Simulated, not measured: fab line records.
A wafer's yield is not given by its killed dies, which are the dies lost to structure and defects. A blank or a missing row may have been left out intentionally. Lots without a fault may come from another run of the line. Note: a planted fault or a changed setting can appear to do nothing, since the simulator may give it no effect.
2 desks looking at one fault || flow n5_finfet || each desk holds nothing but its own numbers, with what lay behind them at the end

## METROLOGY DESK
Lot by lot, what the gauges showed, no matter which tool ran the lot: averages of those sampled wafers that carry a number. If a lot's mean is further than 4 standard deviations from the usual mean, the lot is out of limits and carries the mark OUT (the distance appears in the brackets). Of its 10 readings 7 are shown: those that lie furthest out on some lot.
Columns: A = DIBL_N at N5_BEOL_M4_RC_MEAS_101, usual 36.1 mV/V; B = IOFF_N at N5_BEOL_M4_RC_MEAS_101, usual 0.159 nA/um; C = IOFF_P at N5_BEOL_M4_RC_MEAS_101, usual 0.21 nA/um; D = ION_N at N5_BEOL_M4_RC_MEAS_101, usual 675 uA/um; E = SS_P at N5_BEOL_M4_RC_MEAS_101, usual 73.3 mV/dec; F = VT_N at N5_BEOL_M4_RC_MEAS_101, usual 249 mV; G = VT_P at N5_BEOL_M4_RC_MEAS_101, usual -250 mV
{"lot": "L668", "first seen here": "day 8 09:32", "A": 36.8, "B": 0.149, "C": 0.22, "D": 664, "E": 73.2, "F": 251, "G": -247}
{"lot": "L669", "first seen here": "day 9 00:53", "A": 35.5, "B": 0.153, "C": 0.20, "D": 679, "E": 72.8, "F": 249, "G": -250}
{"lot": "L670", "first seen here": "day 9 02:39", "A": 35.9, "B": 0.157, "C": 0.22, "D": 675, "E": 73.3, "F": 249, "G": -251}
{"lot": "L672", "first seen here": "day 9 09:17", "A": 38.7, "B": 0.213, "C": 0.24, "D": 686, "E": 74.1, "F": 247, "G": -250}
{"lot": "L673", "first seen here": "day 10 03:05", "A": 37.1, "B": 0.156, "C": 0.22, "D": 669, "E": 73.5, "F": 251, "G": -249}
{"lot": "L676", "first seen here": "day 10 11:20", "A": 36.8, "B": 0.191, "C": 0.28, "D": 690, "E": 73.9, "F": 246, "G": -242}
{"lot": "L679", "first seen here": "day 11 09:25", "A": 36.7, "B": 0.177, "C": 0.19, "D": 685, "E": 73.6, "F": 247, "G": -253}
{"lot": "L682", "first seen here": "day 12 05:31", "A": 36.4, "B": 0.162, "C": 0.19, "D": 671, "E": 73.6, "F": 251, "G": -254}
{"lot": "L688", "first seen here": "day 14 09:27", "A": 35.9, "B": 0.176, "C": 0.23, "D": 683, "E": 73.1, "F": 246, "G": -247}
This desk's verdict: no lot among the 9 shows anything out of limits.

## TOOL OWNER'S DESK, ald_sin-03
The tool's own readings at N5_BEOL_M0_SAQP_SPACER1_ALD_98 (deposits SiO2, target thk 12.8 nm, pulse time 1 s, purge time 2 s): means of the sampled wafers that have a number, for each lot that ran on this tool. If a lot's mean is further than 4 standard deviations from the usual mean, the lot is out of limits and carries the mark OUT (the distance appears in the brackets).
Columns: A = chamber_pressure_Torr at N5_BEOL_M0_SAQP_SPACER1_ALD_98, usual 2.000 Torr; B = heater_power_w at N5_BEOL_M0_SAQP_SPACER1_ALD_98, usual 456 W; C = precursor_pulse_height_rel at N5_BEOL_M0_SAQP_SPACER1_ALD_98, usual 1.000; D = susceptor_temp_C at N5_BEOL_M0_SAQP_SPACER1_ALD_98, usual 300.00 C
{"lot": "L672", "first seen here": "day 7 08:58", "A": 2.001, "B": 457, "C": 0.978, "D": 299.97}
{"lot": "L673", "first seen here": "day 7 19:07", "A": 2.000, "B": 484, "C": 0.993, "D": 300.01}
{"lot": "L676", "first seen here": "day 8 11:56", "A": 1.998, "B": 460, "C": 0.993, "D": 299.78}
{"lot": "L679", "first seen here": "day 9 01:59", "A": 1.996, "B": 446, "C": 1.007, "D": "298.50 (-8.3) OUT"}
{"lot": "L682", "first seen here": "day 9 21:03", "A": 1.998, "B": 426, "C": 1.011, "D": "298.48 (-8.4) OUT"}
This desk finds L679, L682 out of limits, L679 being first, at day 9 01:59 (susceptor_temp_C at N5_BEOL_M0_SAQP_SPACER1_ALD_98). In limits: L672, L673, L676.

## ALL TOGETHER
At day 9 01:59, on L679, L682, the tool owner's desk was in a position to raise an alarm.
Metrology desk: nothing out of limits seen.
The metrology desk has L679, L682 on record, within its limits.
On ald_sin-03, each named lot ran N5_BEOL_M0_SAQP_SPACER1_ALD_98.

## WHAT THE SIMULATOR PUT IN
ald_sin-03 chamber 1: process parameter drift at N5_BEOL_M0_SAQP_SPACER1_ALD_98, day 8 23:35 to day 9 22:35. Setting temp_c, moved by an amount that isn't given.
Struck lots among those shown: L679, L682.
Each desk's first reading out of limits, in hours after the fault started: the tool owner's desk, 2.
